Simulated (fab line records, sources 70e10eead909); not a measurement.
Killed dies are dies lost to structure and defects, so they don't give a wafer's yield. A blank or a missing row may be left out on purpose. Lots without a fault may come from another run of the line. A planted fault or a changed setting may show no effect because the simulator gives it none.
A struck lot beside a sound one | flow nand_harc | 21 steps out of a route of 1302
Sound: wafers L487.1, L487.3, L487.6. Struck: wafers L493.3, L493.4, L493.5. The cause comes at the end.
At each step with rows: each side's tool, then ch and its chambers, then its first start. Under that, the readings that differ: sound wafers | struck wafers | difference of the means | sigmas: that difference in standard deviations of wafers without a fault.
alike: readings whose means differ by less than 2 such deviations, and words and numbers that are the same on both sides. not compared: withheld readings, readings that some wafer has no value for, bounds like >300 that may hide the same value, and numbers for which the record gives no deviation and whose values overlap.
The two part at a step that has a row with sigmas, a row that says differs or no value, or rows on one side only. Numbers that don't overlap but have no deviation are shown without sigmas and don't part them. A reading that every wafer of one side lacks parts them only if that side has two wafers or more.

NHARC_A_BLC_CMP_25: polishes, t overpolish 30 s, target thk 150 nm.
  sound on cmp-03 ch 2,3, day 23 16:35; struck on cmp-01 ch 1,2, day 26 14:22
  alike: motor_current_A, overpolish_run_s, time_to_endpoint_s
then, 1 step without rows for these wafers: NHARC_A_BLC_SRD_27.
NHARC_A_BLC_INSPECT_28:
  sound on defect_inspect-01, day 23 16:59; struck on defect_inspect-01, day 26 14:44
  alike: raw_defect_count
then, 8 steps without rows for these wafers: NHARC_A_M0_DEP_00 (deposits SiOC, target thk 150 nm); NHARC_A_M0_DEHYDRATE_01 (time 120 s); NHARC_A_M0_HMDS_02 (time 30 s); NHARC_A_M0_COAT_33 (time 65 s); NHARC_A_M0_COAT_03 (resist thk 90 nm); NHARC_A_M0_SOFTBAKE_04 (time 55 s); NHARC_A_M0_EBR_05; NHARC_A_M0_EXPOSE_06 (exposes mask A M0, target cd 80 nm).
NHARC_A_M0_PEB_07: peb time 65 s.
  sound on litho_track-06 ch 0, day 23 17:41; struck on litho_track-04 ch 0, day 26 15:34
  reading                  | sound             | struck               | difference | sigmas
  heater_power_total_W (W) | 156.2 156.1 156.3 | 174.5 175.1 174.1    | +18.4      | +44
  plate_temp_C (C)         | 99.74 99.97 99.86 | 108.15 108.37 108.26 | +8.40      | +70
  alike: resist_line_temp_C
then, 1 step without rows for these wafers: NHARC_A_M0_DEVELOP_08 (develop time 35 s).
NHARC_A_M0_CD_MEAS_09: target cd 80 nm.
  sound on cd_sem-01 ch 0, day 23 17:46; struck on cd_sem-01 ch 0, day 26 15:39
  reading    | sound          | struck            | difference | sigmas
  cd_nm (nm) | 80.2 79.6 80.5 | 106.0 106.7 107.0 | +26.5      | +49
NHARC_A_M0_OVL_MEAS_10: pitch 160 nm.
  sound on overlay-01, day 23 17:52; struck on overlay-01, day 26 15:44
  alike: overlay_x_nm, overlay_y_nm
NHARC_A_M0_INSPECT_11:
  sound on defect_inspect-01, day 23 17:53; struck on defect_inspect-02, day 26 15:46
  alike: raw_defect_count
NHARC_A_M0_DESCUM_14: chemistry O2, time 3 s.
  sound on rie_diel-02 ch 0,2,3, day 23 17:58; struck on rie_diel-06 ch 0,3, day 26 15:50
  reading               | sound             | struck            | difference | sigmas
  model.A_M0.cd_nm (nm) | 80.46 79.28 80.04 | 105.9 106.3 106.9 | +26.4      |
  alike: drypump_motor_current_A, oes_product_au, rf_vpp_V, showerhead_plenum_p_Torr, throttle_valve_pct
  not compared: rf_hours_counter_h
NHARC_A_M0_ETCH_34: etches the open film in N2/H2, target depth 40 nm, overetch 12 nm, time 43.94 s.
  sound on rie_diel-02 ch 0,2, day 23 18:04; struck on rie_diel-06 ch 0,1,3, day 26 15:55
  alike: drypump_motor_current_A, h2_flow_sccm, oes_product_au, rf_vpp_V, showerhead_plenum_p_Torr, throttle_valve_pct
  not compared: rf_hours_counter_h
NHARC_A_M0_ETCH_15: etches the open film in C4F8/Ar, target depth 150 nm, overetch 15 nm, time 82.5 s.
  sound on rie_diel-02 ch 0,2; struck on rie_diel-06 ch 1,2
  reading               | sound             | struck            | difference | sigmas
  model.A_M0.cd_nm (nm) | 80.38 78.84 79.77 | 105.6 105.8 106.6 | +26.3      |
  alike: oes_product_au, rf_vpp_V
  not compared: rf_hours_counter_h
NHARC_A_M0_CD_MEAS_16:
  sound on cd_sem-02, day 23 18:18; struck on cd_sem-01, day 26 16:08
  reading    | sound          | struck            | difference | sigmas
  cd_nm (nm) | 80.7 79.1 79.6 | 105.3 105.7 106.6 | +26.1      | +34
NHARC_END_SORT_01:
  sound on prober-01 ch 0, day 25 11:55; struck on prober-02 ch 0, day 28 07:29
  reading         | sound    | struck    | difference | sigmas
  killed_at_array | 55 51 54 | 97 94 105 | +45        | +2
  alike: defect_limited_yield, killed_at_other, killed_at_periphery, killed_dies, killed_open, killed_short

WHERE THEY PART
First at NHARC_A_M0_PEB_07; last, within this record, at NHARC_END_SORT_01.

WHY: what the simulator had put in
Process parameter drift: litho_track-04, from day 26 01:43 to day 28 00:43, at NHARC_A_M0_PEB_07. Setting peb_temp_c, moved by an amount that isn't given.
